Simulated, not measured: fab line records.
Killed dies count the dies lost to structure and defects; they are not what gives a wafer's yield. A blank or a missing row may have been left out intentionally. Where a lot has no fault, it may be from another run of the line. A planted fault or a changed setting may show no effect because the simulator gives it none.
Which of the tools did it? || flow n5Finfet || 11 lots, 33 wafers sampled, at 3 steps of a route of 1938

WHAT THE GAUGES SHOWED, per wafer
N5_MIM_TOP_LITHO_CD_MEAS_08 targets a cd of 2000 nm.
{"lot": "L803", "measured": "day 11 22:07", "on": "cdSem-03", "cdNm (nm)": "1998.0 1998.8 2001.1"}
{"lot": "L806", "measured": "day 12 10:52", "on": "cdSem-01", "cdNm (nm)": "1998.6 1999.5 1999.1"}
{"lot": "L808", "measured": "day 12 12:53", "on": "cdSem-01", "cdNm (nm)": "1998.4 1997.5 1996.8"}
{"lot": "L807", "measured": "day 12 16:13", "on": "cdSem-03", "cdNm (nm)": "2000.8 1999.6 2001.3"}
{"lot": "L810", "measured": "day 13 17:04", "on": "cdSem-01", "cdNm (nm)": "1998.9 1997.5 1999.8"}
{"lot": "L812", "measured": "day 14 01:46", "on": "cdSem-03", "cdNm (nm)": "2003.1 2002.5 2002.2"}
{"lot": "L814", "measured": "day 14 12:48", "on": "cdSem-03", "cdNm (nm)": "1997.5 1997.6 2000.0"}
{"lot": "L813", "measured": "day 15 08:53", "on": "cdSem-03", "cdNm (nm)": "1998.2 1998.2 1998.4"}
{"lot": "L819", "measured": "day 16 01:23", "on": "cdSem-02", "cdNm (nm)": "2000.9 2000.8 2000.9"}
{"lot": "L824", "measured": "day 17 03:21", "on": "cdSem-02", "cdNm (nm)": "1998.2 1998.7 1997.0"}
{"lot": "L826", "measured": "day 17 21:56", "on": "cdSem-03", "cdNm (nm)": "2001.5 1999.7 2000.7"}

TOOL THAT RAN EACH LOT (tool first, then ch and the chambers of the sampled wafers, then the start)
{"lot": "L803", "N5_MIM_TOP_ALD_02": "aldHk-01 ch 1,2,3, day 11 21:41 or earlier", "N5_MIM_TOP_DEGAS_04": "pvdSputter-03, day 11 21:41"}
{"lot": "L806", "N5_MIM_TOP_ALD_02": "aldHk-03 ch 0,1,3, day 12 10:19 or earlier", "N5_MIM_TOP_DEGAS_04": "pvdSputter-03, day 12 10:19"}
{"lot": "L808", "N5_MIM_TOP_ALD_02": "aldHk-03 ch 0,2,3, day 12 12:28 or earlier", "N5_MIM_TOP_DEGAS_04": "pvdSputter-02, day 12 12:28"}
{"lot": "L807", "N5_MIM_TOP_ALD_02": "aldHk-03 ch 0,1, day 12 15:47 or earlier", "N5_MIM_TOP_DEGAS_04": "pvdSputter-01, day 12 15:47"}
{"lot": "L810", "N5_MIM_TOP_ALD_02": "aldHk-02 ch 0,3, day 13 16:30 or earlier", "N5_MIM_TOP_DEGAS_04": "pvdSputter-01, day 13 16:30"}
{"lot": "L812", "N5_MIM_TOP_ALD_02": "aldHk-01 ch 0,1,3, day 14 01:20 or earlier", "N5_MIM_TOP_DEGAS_04": "pvdSputter-03, day 14 01:20"}
{"lot": "L814", "N5_MIM_TOP_ALD_02": "aldHk-01 ch 2,3, day 14 12:05 or earlier", "N5_MIM_TOP_DEGAS_04": "pvdSputter-02, day 14 12:05"}
{"lot": "L813", "N5_MIM_TOP_ALD_02": "aldHk-03 ch 1,2, day 15 08:28 or earlier", "N5_MIM_TOP_DEGAS_04": "pvdSputter-02, day 15 08:28"}
{"lot": "L819", "N5_MIM_TOP_ALD_02": "aldHk-01 ch 0,1,2, day 16 00:50 or earlier", "N5_MIM_TOP_DEGAS_04": "pvdSputter-02, day 16 00:50"}
{"lot": "L824", "N5_MIM_TOP_ALD_02": "aldHk-01 ch 0,1,3, day 17 02:55 or earlier", "N5_MIM_TOP_DEGAS_04": "pvdSputter-03, day 17 02:55"}
{"lot": "L826", "N5_MIM_TOP_ALD_02": "aldHk-02 ch 0,2, day 17 21:22 or earlier", "N5_MIM_TOP_DEGAS_04": "pvdSputter-03, day 17 21:22"}
- N5_MIM_TOP_ALD_02: deposits Al2O3, purge time 3 s, co reactant pulse time 3 s.
- N5_MIM_TOP_DEGAS_04: time 60 s.

AS READ BY THE TOOLS THEMSELVES (means over the sampled wafers that have a number; for cases with no such wafer, the mark the record gives instead)
N5_MIM_TOP_ALD_02.
{"lot": "L803", "tool": "aldHk-01", "precursorPulseHeightRel": 1.020}
{"lot": "L806", "tool": "aldHk-03", "precursorPulseHeightRel": 1.013}
{"lot": "L808", "tool": "aldHk-03", "precursorPulseHeightRel": 0.982}
{"lot": "L807", "tool": "aldHk-03", "precursorPulseHeightRel": 1.009}
{"lot": "L810", "tool": "aldHk-02", "precursorPulseHeightRel": 1.021}
{"lot": "L812", "tool": "aldHk-01", "precursorPulseHeightRel": 1.024}
{"lot": "L814", "tool": "aldHk-01", "precursorPulseHeightRel": 1.001}
{"lot": "L813", "tool": "aldHk-03", "precursorPulseHeightRel": 1.000}
{"lot": "L819", "tool": "aldHk-01", "precursorPulseHeightRel": 0.991}
{"lot": "L824", "tool": "aldHk-01", "precursorPulseHeightRel": 1.011}
{"lot": "L826", "tool": "aldHk-02", "precursorPulseHeightRel": 1.007}

N5_MIM_TOP_DEGAS_04.
{"lot": "L803", "tool": "pvdSputter-03", "heaterPowerW (W)": 493}
{"lot": "L806", "tool": "pvdSputter-03", "heaterPowerW (W)": 499}
{"lot": "L808", "tool": "pvdSputter-02", "heaterPowerW (W)": 456}
{"lot": "L807", "tool": "pvdSputter-01", "heaterPowerW (W)": 538}
{"lot": "L810", "tool": "pvdSputter-01", "heaterPowerW (W)": 492}
{"lot": "L812", "tool": "pvdSputter-03", "heaterPowerW (W)": 435}
{"lot": "L814", "tool": "pvdSputter-02", "heaterPowerW (W)": 459}
{"lot": "L813", "tool": "pvdSputter-02", "heaterPowerW (W)": 441}
{"lot": "L819", "tool": "pvdSputter-02", "heaterPowerW (W)": 418}
{"lot": "L824", "tool": "pvdSputter-03", "heaterPowerW (W)": 513}
{"lot": "L826", "tool": "pvdSputter-03", "heaterPowerW (W)": 478}

THE ANSWER, worked out from the rows above alone
Rule: what is usual is taken from the lots themselves. The widest of any qualifying gaps counts: lots, ordered by their means at a reading, are off when they make up no more than a third of the lots, leave a main group of 4 or more, and stand apart from it by 3 or more times the standard deviation of that group's means. Not used: any main group whose means are identical at the precision the tables above print for the reading. Also off: a lot with no number at a reading for which 4 or more lots have one. The other lots that the step has rows for count as sound. The gauges are gone through in route order, then the tools' own readings, and for those a lot's mean is taken as printed above. At the first step where some lot is off, the reading lying furthest off is the one used; lots without a number count as furthest.
None of the lots is off at any reading shown; this tells nothing.

WHAT THE SIMULATOR HAD INSERTED
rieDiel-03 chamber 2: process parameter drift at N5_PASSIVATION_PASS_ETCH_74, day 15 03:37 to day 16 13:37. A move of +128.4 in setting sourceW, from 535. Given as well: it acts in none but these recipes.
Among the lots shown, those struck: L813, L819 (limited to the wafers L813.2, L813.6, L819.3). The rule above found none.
